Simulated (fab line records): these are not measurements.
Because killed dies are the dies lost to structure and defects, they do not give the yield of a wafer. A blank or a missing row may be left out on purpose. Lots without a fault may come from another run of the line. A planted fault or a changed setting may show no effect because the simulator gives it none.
fab line records ; flow nandHarc
record lots=11; wafers=33; lastDay=34
route steps=1302 shown P_ZERO_WELL@17 P_STI@109 P_GATE@131 END@1302
lots with no fault: from the same line, run without faults
startH: hours from the record's first day to the start of the lot's first wafer shown ; waitH: hours from the lot's prior step to this one ; " the same as in the row above ; L1.1+2: several wafers, shown together as one row ; - value missing, or start not given ; * or withheld: withheld ; < > ~ a bound
route shown NAME@n: a module of which the file shows steps, and the number in the route of the first ; usual: mean and standard deviation over wafers with no fault ; same: alike in all rows ; chamber/n: place in a boat ; sites: readings site by site ; _std_site: the standard deviation of these ; _edge_site: inner sites' mean taken away from outer sites' mean ; radiusMm: for every site, how far away it sits from the centre of the wafer ; mask NAME#n: copy n ; behind: the last tool/chamber to shape the wafer ; hold: reason for holding the lot/hours on hold/outcome of the hold ; device: the n, p or np transistor that did not switch ; end of line: the same wafers' tests at the end of the route ; a step without rows: its recipe alone ; killed: not the wafer's yield, but the dies lost to structure and defects at the first sort ; map: shows each die of a wafer: x if killed, . if not, _ if none is there
set.NAME: the setting the step ran with; set.NAME@STEP: the setting that earlier step ran with ; model.NAME: the simulator's own value behind a step, which no gauge read
one table for each step of the route and one row for each wafer, over a sample of lots
services: when a tool's chamber went out of use (startH, in hours from the record's first day, below 0 if earlier), for how many hours, and the reason
## steps
# step NHARC_P_ZERO_WELL_ETCH_65
# recipe targetDepthA=800; overetchA=240; timeS=87.88; ionEnergyEv=200; n2FlowSccm=150; h2FlowSccm=150; arFlowSccm=0; rfW=400; biasW=150; chemistry=N2/H2
# usual biasW=150.1/0.45; drypumpMotorCurrentA=5.63/0.29; mfcArSccm=0.017/0.015; oesProductAu=0.999/0.0079; rfFwdPowerW=397.4/1.5; rfVppV=430.6/2.8; showerheadPlenumPTorr=2.05/0.1; throttleValvePct=14.171/0.0086
lot.wafer;tool;chamber;startH;waitH;biasW;drypumpMotorCurrentA;mfcArSccm;oesProductAu;rfFwdPowerW;rfHoursCounterH;rfVppV;showerheadPlenumPTorr;throttleValvePct
L137.2;rieDiel-02;2;21.60;0.1;149.3;6.01;0.027;0.997;399.5;39;428.9;2.01;14.165
L137.3;rieDiel-02;0;21.60;0.1;149.5;5.63;0;0.995;395.3;50;428.8;1.94;14.169
L137.5;rieDiel-02;2;21.60;0.1;150.0;5.99;0.027;0.977;398.3;-;429.7;2.01;14.167
L138.2;rieDiel-02;3;31.60;0.1;150.6;5.22;0.037;0.985;397.6;51;431.8;2.13;14.182
L138.4;rieDiel-02;0;31.60;0.1;150.3;5.62;0;1.005;398.4;57;428.2;1.94;14.177
L138.1;rieDiel-02;2;31.60;0.1;149.9;6.02;0.027;0.994;397.6;44;429.6;2.01;14.181
L140.1;rieDiel-02;3;51.35;0.1;150.1;5.21;0.037;0.987;398.4;1;433.1;2.13;14.169
L140.2;rieDiel-02;0;51.35;0.1;150.0;5.61;0;1.000;396.8;1;427.2;1.94;14.173
L140.5;rieDiel-02;3;51.35;0.1;150.4;5.23;0.037;0.988;397.9;-;433.2;2.13;14.168
L141.3;rieDiel-02;2;61.49;0.1;149.6;6.03;0.027;0.999;397.8;4;429.6;2.01;14.172
L141.1;rieDiel-02;3;61.49;0.1;149.9;5.24;0.037;0.997;400.2;4;431.4;2.12;14.173
L141.5;rieDiel-02;1;61.49;0.1;150.2;5.77;0.031;1.004;395.7;-;434.4;2.22;14.169
L146.3;rieDiel-02;2;111.66;0.3;149.8;6.03;0.027;0.995;397.7;23;429.9;2.00;14.165
L146.4;rieDiel-02;1;111.66;0.3;150.3;5.76;0.031;0.998;393.6;22;435.5;2.21;14.180
L146.6;rieDiel-02;2;111.66;0.3;149.4;6.02;0.027;0.988;399.3;-;430.1;2.00;14.168
L152.3;rieDiel-04;0;171.50;0.1;150.8;5.61;0.001;1.001;396.8;59;433.9;2.14;14.168
L152.1;rieDiel-04;2;171.50;0.1;149.7;5.96;0;1.015;396.4;52;431.5;2.11;14.177
L152.4;rieDiel-04;3;171.50;0.1;149.6;4.98;0.003;1.009;395.5;60;430.4;2.02;14.172
L154.3;rieDiel-02;2;191.48;0.1;150.1;6.02;0.027;0.986;399.8;47;429.7;1.99;14.176
L154.2;rieDiel-02;3;191.48;0.1;150.0;5.23;0.037;0.990;396.3;45;432.0;2.11;14.169
L154.4;rieDiel-02;0;191.48;0.1;149.7;5.65;0;0.994;397.8;41;426.9;1.92;14.171
L156.3;rieDiel-11;3;211.50;0.1;149.9;5.71;0.026;1.006;398.2;42;432.9;2.15;14.166
L156.1;rieDiel-11;2;211.50;0.1;150.7;5.81;0.030;1.005;395.9;37;426.9;1.90;14.171
L156.5;rieDiel-11;3;211.50;0.1;149.2;5.71;0.026;0.989;397.8;-;434.9;2.15;14.175
L157.2;rieDiel-11;3;221.49;0.1;150.0;5.73;0.026;1.000;399.9;44;432.6;2.14;14.171
L157.5;rieDiel-11;1;221.49;0.1;150.0;5.75;0;1.006;397.3;-;427.9;1.99;14.180
L157.6;rieDiel-11;2;221.49;0.1;150.9;5.79;0.030;1.003;395.3;-;425.7;1.90;14.168
L158.3;rieDiel-02;1;231.36;0.1;150.2;5.78;0.031;0.994;396.5;1;435.8;2.20;14.179
L158.1;rieDiel-02;2;231.36;0.1;149.9;6.01;0.027;1.001;398.7;1;428.2;1.99;14.182
L158.2;rieDiel-02;0;231.36;0.1;150.3;5.65;0;0.999;396.1;1;427.5;1.92;14.179
L160.2;rieDiel-02;3;251.48;0.1;151.0;5.25;0.037;0.988;397.7;13;432.2;2.10;14.155
L160.3;rieDiel-02;1;251.48;0.1;149.4;5.79;0.031;1.002;396.8;9;434.8;2.20;14.171
L160.6;rieDiel-02;3;251.48;0.1;150.6;5.22;0.037;0.993;396.8;-;434.2;2.10;14.168
# step NHARC_P_ZERO_WELL_EXPOSE_49
# recipe na=0.6; targetCdNm=2000; doseMj=22.64; maskId=P_HVPW
# usual reticleTempC=23.02/0.13
lot.wafer;tool;chamber;startH;waitH;mask;reticleTempC
L137.2;krfScanner-01;0;27.18;-;P_HVPW#0;22.99
L137.3;krfScanner-01;0;27.18;-;P_HVPW#0;23.02
L137.5;krfScanner-01;0;27.18;-;P_HVPW#0;22.96
L138.1;krfScanner-03;0;35.91;-;P_HVPW#0;22.87
L138.2;krfScanner-03;0;35.91;-;P_HVPW#0;23.04
L138.4;krfScanner-03;0;35.91;-;P_HVPW#0;22.89
L140.1;krfScanner-01;0;55.76;-;P_HVPW#0;22.99
L140.2;krfScanner-01;0;55.76;-;P_HVPW#0;23.07
L140.5;krfScanner-01;0;55.76;-;P_HVPW#0;23.08
L141.1;krfScanner-01;0;65.50;-;P_HVPW_R1#0;23.02
L141.3;krfScanner-01;0;65.50;-;P_HVPW_R1#0;23.10
L141.5;krfScanner-01;0;65.50;-;P_HVPW_R1#0;23.08
L146.3;krfScanner-04;0;116.05;-;P_HVPW#0;23.07
L146.4;krfScanner-04;0;116.05;-;P_HVPW#0;22.93
L146.6;krfScanner-04;0;116.05;-;P_HVPW#0;23.01
L152.1;krfScanner-01;0;175.92;-;P_HVPW#0;23.15
L152.3;krfScanner-01;0;175.92;-;P_HVPW#0;23.06
L152.4;krfScanner-01;0;175.92;-;P_HVPW#0;23.20
L154.2;krfScanner-03;0;195.45;-;P_HVPW#0;23.04
L154.3;krfScanner-03;0;195.45;-;P_HVPW#0;22.96
L154.4;krfScanner-03;0;195.45;-;P_HVPW#0;22.82
L156.1;krfScanner-01;0;215.58;-;P_HVPW#0;23.02
L156.3;krfScanner-01;0;215.58;-;P_HVPW#0;23.03
L156.5;krfScanner-01;0;215.58;-;P_HVPW#0;22.97
L157.2;krfScanner-04;0;225.71;-;P_HVPW#0;23.01
L157.5;krfScanner-04;0;225.71;-;P_HVPW#0;22.93
L157.6;krfScanner-04;0;225.71;-;P_HVPW#0;22.88
L158.1;krfScanner-01;0;236.63;-;P_HVPW#0;22.99
L158.2;krfScanner-01;0;236.63;-;P_HVPW#0;22.96
L158.3;krfScanner-01;0;236.63;-;P_HVPW#0;23.00
L160.2;krfScanner-01;0;255.70;-;P_HVPW#0;23.21
L160.3;krfScanner-01;0;255.70;-;P_HVPW#0;23.18
L160.6;krfScanner-01;0;255.70;-;P_HVPW#0;23.24
# step NHARC_P_ZERO_WELL_CD_MEAS_52
# recipe targetCdNm=2000; landingEnergyEv=500
# usual cdNm=2000.5/1.2
lot.wafer;tool;chamber;startH;waitH;cdNm
L137.2;cdSem-02;0;27.33;-;2001.1
L137.3;cdSem-02;0;27.33;-;2001.1
L137.5;cdSem-02;0;27.33;-;2000.8
L138.1;cdSem-02;0;36.06;-;1999.7
L138.2;cdSem-02;0;36.06;-;1999.5
L138.4;cdSem-02;0;36.06;-;1998.4
L140.1;cdSem-03;0;55.92;-;1999.5
L140.2;cdSem-03;0;55.92;-;1999.9
L140.5;cdSem-03;0;55.92;-;2000.7
L141.1;cdSem-02;0;65.66;-;1850.7
L141.3;cdSem-02;0;65.66;-;1848.2
L141.5;cdSem-02;0;65.66;-;1849.8
L146.3;cdSem-02;0;116.20;-;2001.7
L146.4;cdSem-02;0;116.20;-;2001.2
L146.6;cdSem-02;0;116.20;-;2000.8
L152.1;cdSem-01;0;176.07;-;2000.1
L152.3;cdSem-01;0;176.07;-;2001.9
L152.4;cdSem-01;0;176.07;-;2002.8
L154.2;cdSem-01;0;195.60;-;2001.1
L154.3;cdSem-01;0;195.60;-;2000.1
L154.4;cdSem-01;0;195.60;-;2000.3
L156.1;cdSem-02;0;215.74;-;1999.8
L156.3;cdSem-02;0;215.74;-;1999.2
L156.5;cdSem-02;0;215.74;-;1999.8
L157.2;cdSem-03;0;225.86;-;1999.8
L157.5;cdSem-03;0;225.86;-;2002.0
L157.6;cdSem-03;0;225.86;-;2001.7
L158.1;cdSem-02;0;236.79;-;2000.6
L158.2;cdSem-02;0;236.79;-;2000.6
L158.3;cdSem-02;0;236.79;-;1999.0
L160.2;cdSem-03;0;255.86;-;1998.5
L160.3;cdSem-03;0;255.86;-;1999.9
L160.6;cdSem-03;0;255.86;-;2001.1
# step NHARC_P_STI_INSPECT_25
# usual rawDefectCount=223/78
lot.wafer;tool;chamber;startH;waitH;rawDefectCount
L137.2;defectInspect-01;-;73.16;0.4;87
L137.3;defectInspect-01;-;73.16;0.4;165
L137.5;defectInspect-01;-;73.16;0.4;143
L138.1;defectInspect-02;-;89.64;0.4;255
L138.2;defectInspect-02;-;89.64;0.4;323
L138.4;defectInspect-02;-;89.64;0.4;142
L140.1;defectInspect-01;-;103.26;0.4;169
L140.2;defectInspect-01;-;103.26;0.4;115
L140.5;defectInspect-01;-;103.26;0.4;132
L141.1;defectInspect-01;-;111.26;0.4;346
L141.3;defectInspect-01;-;111.26;0.4;228
L141.5;defectInspect-01;-;111.26;0.4;284
L146.3;defectInspect-01;-;169.63;0.4;164
L146.4;defectInspect-01;-;169.63;0.4;277
L146.6;defectInspect-01;-;169.63;0.4;188
L152.1;defectInspect-02;-;219.32;0.4;128
L152.3;defectInspect-02;-;219.32;0.4;163
L152.4;defectInspect-02;-;219.32;0.4;178
L154.2;defectInspect-01;-;235.27;0.4;334
L154.3;defectInspect-01;-;235.27;0.4;275
L154.4;defectInspect-01;-;235.27;0.4;329
L156.1;defectInspect-01;-;261.21;0.4;264
L156.3;defectInspect-01;-;261.21;0.4;288
L156.5;defectInspect-01;-;261.21;0.4;237
L157.2;defectInspect-01;-;277.64;0.4;131
L157.5;defectInspect-01;-;277.64;0.4;138
L157.6;defectInspect-01;-;277.64;0.4;172
L158.1;defectInspect-01;-;281.78;0.4;204
L158.2;defectInspect-01;-;281.78;0.4;154
L158.3;defectInspect-01;-;281.78;0.4;147
L160.2;defectInspect-01;-;298.69;0.4;258
L160.3;defectInspect-01;-;298.69;0.4;230
L160.6;defectInspect-01;-;298.69;0.4;325
# step NHARC_P_GATE_HM_DEP_102
# recipe targetThkA=1200; tempC=400; material=aC
# usual throttleValvePct=35.000/0.0083
lot.wafer;tool;chamber;startH;waitH;throttleValvePct
L137.2;aclDep-02;0;95.12;1.3;34.997
L137.3;aclDep-02;0;95.12;1.3;34.994
L137.5;aclDep-02;0;95.12;1.3;35.012
L138.1;aclDep-01;0;111.30;0.6;34.999
L138.2;aclDep-01;0;111.30;0.6;35.007
L138.4;aclDep-01;0;111.30;0.6;35.012
L140.1;aclDep-02;0;124.76;0.4;34.988
L140.2;aclDep-02;0;124.76;0.4;35.004
L140.5;aclDep-02;0;124.76;0.4;35.003
L141.1;aclDep-03;0;133.84;1.8;34.999
L141.3;aclDep-03;0;133.84;1.8;35.011
L141.5;aclDep-03;0;133.84;1.8;34.989
L146.3;aclDep-03;0;195.92;5.7;34.993
L146.4;aclDep-03;0;195.92;5.7;34.994
L146.6;aclDep-03;0;195.92;5.7;35.007
L152.1;aclDep-03;0;241.56;0.4;34.985
L152.3;aclDep-03;0;241.56;0.4;34.987
L152.4;aclDep-03;0;241.56;0.4;35.004
L154.2;aclDep-01;0;259.92;3.7;35.013
L154.3;aclDep-01;0;259.92;3.7;34.993
L154.4;aclDep-01;0;259.92;3.7;34.997
L156.1;aclDep-01;0;283.14;0.4;35.005
L156.3;aclDep-01;0;283.14;0.4;34.987
L156.5;aclDep-01;0;283.14;0.4;35.001
L157.2;aclDep-01;0;299.09;0.7;34.998
L157.5;aclDep-01;0;299.09;0.7;34.988
L157.6;aclDep-01;0;299.09;0.7;35.001
L158.1;aclDep-01;0;302.99;0.4;34.981
L158.2;aclDep-01;0;302.99;0.4;35.007
L158.3;aclDep-01;0;302.99;0.4;34.994
L160.2;aclDep-02;0;320.13;0.5;35.009
L160.3;aclDep-02;0;320.13;0.5;35.003
L160.6;aclDep-02;0;320.13;0.5;35.003
# step NHARC_END_SORT_01
# recipe tempC=25
# usual killedAtArray=62/16; killedAtOther=0.8/1.1; killedAtPeriphery=4/3.2; killedDies=67/16; killedOpen=3.5/1.9; killedShort=2.1/1.5
# same grossDies=677
lot.wafer;tool;chamber;startH;waitH;killedAtArray;killedAtOther;killedAtPeriphery;killedDies;killedOpen;killedShort
L141.1;prober-01;0;594.14;2.5;85;0;6;91;3;2
# killed by level:class
L141.1 A_CHANNEL_HOLE_D1:chamberFilmFlake=33 A_SLIT:chamberFilmFlake=23 A_CHANNEL_HOLE_D2:chamberFilmFlake=11 A_CONTACT:chamberFilmFlake=8 P_STI:chamberFilmFlake=3 A_CHANNEL_FILL_D2:chamberFilmFlake=3 P_ZERO_WELL:areaExpose=2 A_ONON_D1:geometricParticle:open=1
## services
tool;chamber;startH;hours;kind
aclDep-01;-;8.41;13.0;pm
krfScanner-04;-;10.00;4.0;pm
rieDiel-02;-;39.85;9.0;pm
rieDiel-11;3;45.23;2.0;repair
krfScanner-03;-;52.14;4.0;pm
aclDep-02;-;61.88;13.0;pm
rieDiel-11;-;81.05;9.0;pm
aclDep-03;-;120.84;13.0;pm
rieDiel-02;0;126.83;16.6;repair
rieDiel-02;1;135.23;5.7;repair
krfScanner-01;-;140.00;4.0;pm
rieDiel-11;-;140.51;2.1;repair
rieDiel-02;3;178.09;4.6;repair
krfScanner-04;-;182.00;4.0;pm
aclDep-01;-;192.51;13.0;pm
krfScanner-04;-;199.97;1.1;repair
rieDiel-02;2;215.23;5.5;repair
rieDiel-02;-;216.85;9.0;pm
krfScanner-03;-;224.14;4.0;pm
krfScanner-01;-;230.86;0.5;repair
aclDep-02;-;242.88;13.0;pm
rieDiel-11;-;258.05;9.0;pm
aclDep-03;-;303.21;13.0;pm
krfScanner-01;-;312.00;4.0;pm
## key
firstSign step=NHARC_P_ZERO_WELL_EXPOSE_49; reading=mask; direction=changed
effect step=NHARC_P_ZERO_WELL_CD_MEAS_52; reading=cdNm; direction=down; sigmas=99+; usual=2000.5; struck=1849.6
metAt NHARC_P_ZERO_WELL_EXPOSE_49
struckLots L141
testerLeftOut L141
notActingAt NHARC_P_ZERO_WELL_ETCH_65,NHARC_P_STI_INSPECT_25,NHARC_P_GATE_HM_DEP_102
onsetBetween 55.76 65.50
fault kind=wrongMask; tool=any; chamber=-; onsetH=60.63; steps=NHARC_P_ZERO_WELL_EXPOSE_49; auxCopy=P_HVPW_R1#0; cdOffsetNm=-148.66; scope=struckLotsOnly
# testerLeftOut: of these lots the tester's yield and bins aren't shown, on N5 and GAA mostly nor the transistor test; their killed dies are dies lost to structure and defects alone, not to doping, threshold or leakage, so they don't give the yield
